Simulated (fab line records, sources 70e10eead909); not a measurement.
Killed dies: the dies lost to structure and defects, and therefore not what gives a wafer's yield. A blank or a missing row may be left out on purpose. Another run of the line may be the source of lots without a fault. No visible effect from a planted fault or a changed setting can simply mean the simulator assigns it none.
Chamber matching	flow nand_harc	rie_diel-02 running NHARC_A_STAIRCASE_TRIM_196: 4 sister chambers
The step chemistry O2, time 211.2 s. 27 wafers are shown with their chamber, then 12 later ones without.

== EACH WAFER AND ITS CHAMBER ==
wafer	chamber	drypump_motor_current_A (A)	showerhead_plenum_p_Torr (Torr)	oes_product_au (a.u.)
L075.1	1	6.0	3.65	0.995
L075.5	2	5.9	3.39	1.001
L075.6	1	6.0	3.65	1.004
L075.2	2	5.9	3.39	0.999
L075.3	3	6.2	3.54	1.012
L075.4	0	5.0	3.55	1.004
L077.1	1	6.0	3.65	0.996
L077.3	3	6.2	3.53	1.006
L077.4	2	5.9	3.39	0.997
L076.2	2	5.9	3.39	0.996
L076.5	3	6.2	3.53	1.012
L076.6	2	5.9	3.39	0.991
L081.1	2	5.9	3.39	0.993
L081.2	0	5.0	3.54	0.994
L081.5	3	6.2	3.53	1.003
L080.1	0	5.1	3.54	0.995
L080.5	2	5.9	3.39	1.004
L080.6	1	6.0	3.64	0.999
L084.4	1	6.0	3.64	1.010
L084.5	0	5.1	3.54	0.997
L084.6	1	6.0	3.64	0.984
L088.1	0	5.1	3.54	1.004
L088.4	3	6.2	3.52	1.014
L088.5	0	5.1	3.54	0.999
L088.2	2	5.9	3.38	0.993
L088.3	1	6.0	3.64	0.993
L088.6	1	6.0	3.64	0.990

SIGNATURES, as means of the wafers listed above
reading	chamber 0	chamber 1	chamber 2	chamber 3	scatter within a chamber
drypump_motor_current_A	5.067	6.000	5.900	6.200	0.0241
showerhead_plenum_p_Torr	3.5417	3.6437	3.3887	3.5300	0.00493
oes_product_au	0.99883	0.99638	0.99675	1.00940	0.00581
Rule: a wafer lies at a distance from a chamber equal to the root of the sum of squares, over the readings, of (its reading less the chamber's mean, divided by the reading's scatter). The wafer belongs to the nearest chamber; if the next one is less than 2 further off, it can't be placed. The scatter: the root of (the sum of the squares of (reading less its chamber's mean) over the shown wafers, divided by (wafers less chambers)).

== WAFERS WITHOUT THEIR CHAMBER ==
wafer	drypump_motor_current_A (A)	showerhead_plenum_p_Torr (Torr)	oes_product_au (a.u.)
L087.1	5.0	3.53	1.002
L087.3	5.9	3.38	1.001
L087.5	5.9	3.38	0.996
L085.2	6.2	3.52	1.018
L085.3	5.1	3.53	1.015
L085.5	5.0	3.53	1.008
L085.1	6.0	3.64	0.986
L085.4	5.9	3.38	1.004
L085.6	6.2	3.52	1.017
L096.1	5.1	3.53	0.994
L096.2	6.0	3.63	0.997
L096.6	5.9	3.37	0.984

== CHAMBER TAKEN BY EACH ==
wafer	from the rows above	in truth
L087.1	0	0
L087.3	2	2
L087.5	2	2
L085.2	3	3
L085.3	0	0
L085.5	0	0
L085.1	1	1
L085.4	2	2
L085.6	3	3
L096.1	0	0
L096.2	1	1
L096.6	2	2
Correct placement for 12 of the 12. Can't be placed from these rows: 0. 0 placed wrongly.
